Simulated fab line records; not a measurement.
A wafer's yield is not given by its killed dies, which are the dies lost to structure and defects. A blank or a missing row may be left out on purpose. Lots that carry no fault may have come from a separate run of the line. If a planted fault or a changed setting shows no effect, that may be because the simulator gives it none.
Chamber matching / flow n5 finfet / N5_BEOL_M2_ETCH_77 on rie diel-05: 4 sister chambers
The step etches underlayer in N2/H2, target depth 6.5 nm, time 5.2 s. 22 wafers are shown with their chamber, then 11 later ones without.

## WAFERS, EACH WITH ITS CHAMBER
wafer=L074.1; chamber=2; showerhead plenum p Torr (Torr)=2.68; throttle valve pct (%)=17.61; oes product au (a.u.)=0.74
wafer=L074.3; chamber=0; showerhead plenum p Torr (Torr)=2.37; throttle valve pct (%)=18.25; oes product au (a.u.)=0.67
wafer=L074.5; chamber=0; showerhead plenum p Torr (Torr)=2.37; throttle valve pct (%)=18.23; oes product au (a.u.)=0.67
wafer=L076.2; chamber=1; showerhead plenum p Torr (Torr)=2.51; throttle valve pct (%)=17.77; oes product au (a.u.)=0.82
wafer=L076.3; chamber=3; showerhead plenum p Torr (Torr)=2.62; throttle valve pct (%)=18.07; oes product au (a.u.)=0.60
wafer=L076.5; chamber=3; showerhead plenum p Torr (Torr)=2.62; throttle valve pct (%)=18.06; oes product au (a.u.)=0.61
wafer=L077.2; chamber=0; showerhead plenum p Torr (Torr)=2.37; throttle valve pct (%)=18.25; oes product au (a.u.)=0.68
wafer=L077.4; chamber=1; showerhead plenum p Torr (Torr)=2.51; throttle valve pct (%)=17.75; oes product au (a.u.)=0.82
wafer=L077.6; chamber=3; showerhead plenum p Torr (Torr)=2.63; throttle valve pct (%)=18.09; oes product au (a.u.)=0.60
wafer=L078.1; chamber=3; showerhead plenum p Torr (Torr)=2.62; throttle valve pct (%)=18.08; oes product au (a.u.)=0.60
wafer=L078.4; chamber=1; showerhead plenum p Torr (Torr)=2.50; throttle valve pct (%)=17.75; oes product au (a.u.)=0.80
wafer=L078.6; chamber=3; showerhead plenum p Torr (Torr)=2.62; throttle valve pct (%)=18.09; oes product au (a.u.)=0.60
wafer=L081.2; chamber=3; showerhead plenum p Torr (Torr)=2.62; throttle valve pct (%)=18.09; oes product au (a.u.)=0.59
wafer=L081.4; chamber=2; showerhead plenum p Torr (Torr)=2.67; throttle valve pct (%)=17.65; oes product au (a.u.)=0.72
wafer=L081.6; chamber=3; showerhead plenum p Torr (Torr)=2.62; throttle valve pct (%)=18.12; oes product au (a.u.)=0.60
wafer=L082.1; chamber=3; showerhead plenum p Torr (Torr)=2.62; throttle valve pct (%)=18.12; oes product au (a.u.)=0.59
wafer=L082.4; chamber=3; showerhead plenum p Torr (Torr)=2.62; throttle valve pct (%)=18.11; oes product au (a.u.)=0.60
wafer=L082.6; chamber=2; showerhead plenum p Torr (Torr)=2.67; throttle valve pct (%)=17.63; oes product au (a.u.)=0.71
wafer=L083.1; chamber=1; showerhead plenum p Torr (Torr)=2.50; throttle valve pct (%)=17.77; oes product au (a.u.)=0.77
wafer=L083.2; chamber=2; showerhead plenum p Torr (Torr)=2.67; throttle valve pct (%)=17.65; oes product au (a.u.)=0.72
wafer=L083.5; chamber=1; showerhead plenum p Torr (Torr)=2.50; throttle valve pct (%)=17.76; oes product au (a.u.)=0.78
wafer=L084.2; chamber=3; showerhead plenum p Torr (Torr)=2.62; throttle valve pct (%)=18.14; oes product au (a.u.)=0.58

SIGNATURES (averages over the wafers above)
reading=showerhead plenum p Torr; chamber 0=2.3700; chamber 1=2.5040; chamber 2=2.6725; chamber 3=2.6210; scatter within a chamber=0.00398
reading=throttle valve pct; chamber 0=18.2433; chamber 1=17.7600; chamber 2=17.6350; chamber 3=18.0970; scatter within a chamber=0.0202
reading=oes product au; chamber 0=0.6733; chamber 1=0.7980; chamber 2=0.7225; chamber 3=0.5970; scatter within a chamber=0.0134
Rule: a wafer lies at a distance from a chamber equal to the root of the sum of squares, over the readings, of (its reading less the chamber's mean, divided by the reading's scatter). If the next closest chamber is less than 2 further off than the closest, the wafer can't be placed; otherwise it belongs to the closest. The scatter: take each reading less its chamber's mean, square it, sum over the shown wafers, divide by the number of wafers less the number of chambers, and take the root.

## WAFERS MISSING THEIR CHAMBER
wafer=L084.4; showerhead plenum p Torr (Torr)=2.36; throttle valve pct (%)=18.26; oes product au (a.u.)=0.66
wafer=L084.5; showerhead plenum p Torr (Torr)=2.36; throttle valve pct (%)=18.28; oes product au (a.u.)=0.67
wafer=L087.3; showerhead plenum p Torr (Torr)=2.66; throttle valve pct (%)=17.68; oes product au (a.u.)=0.72
wafer=L087.4; showerhead plenum p Torr (Torr)=2.50; throttle valve pct (%)=17.81; oes product au (a.u.)=0.77
wafer=L087.5; showerhead plenum p Torr (Torr)=2.36; throttle valve pct (%)=18.26; oes product au (a.u.)=0.65
wafer=L086.2; showerhead plenum p Torr (Torr)=2.66; throttle valve pct (%)=17.66; oes product au (a.u.)=0.71
wafer=L086.4; showerhead plenum p Torr (Torr)=2.50; throttle valve pct (%)=17.79; oes product au (a.u.)=0.76
wafer=L086.5; showerhead plenum p Torr (Torr)=2.36; throttle valve pct (%)=18.28; oes product au (a.u.)=0.66
wafer=L090.1; showerhead plenum p Torr (Torr)=2.49; throttle valve pct (%)=17.82; oes product au (a.u.)=0.74
wafer=L090.4; showerhead plenum p Torr (Torr)=2.66; throttle valve pct (%)=17.72; oes product au (a.u.)=0.70
wafer=L090.6; showerhead plenum p Torr (Torr)=2.36; throttle valve pct (%)=18.29; oes product au (a.u.)=0.66

## EACH ONE'S CHAMBER
wafer=L084.4; from the rows above=0; in truth=0
wafer=L084.5; from the rows above=0; in truth=0
wafer=L087.3; from the rows above=2; in truth=2
wafer=L087.4; from the rows above=1; in truth=1
wafer=L087.5; from the rows above=0; in truth=0
wafer=L086.2; from the rows above=2; in truth=2
wafer=L086.4; from the rows above=1; in truth=1
wafer=L086.5; from the rows above=0; in truth=0
wafer=L090.1; from the rows above=1; in truth=1
wafer=L090.4; from the rows above=2; in truth=2
wafer=L090.6; from the rows above=0; in truth=0
11 of 11 placed correctly. Can't be placed from these rows: 0. 0 placed wrongly.
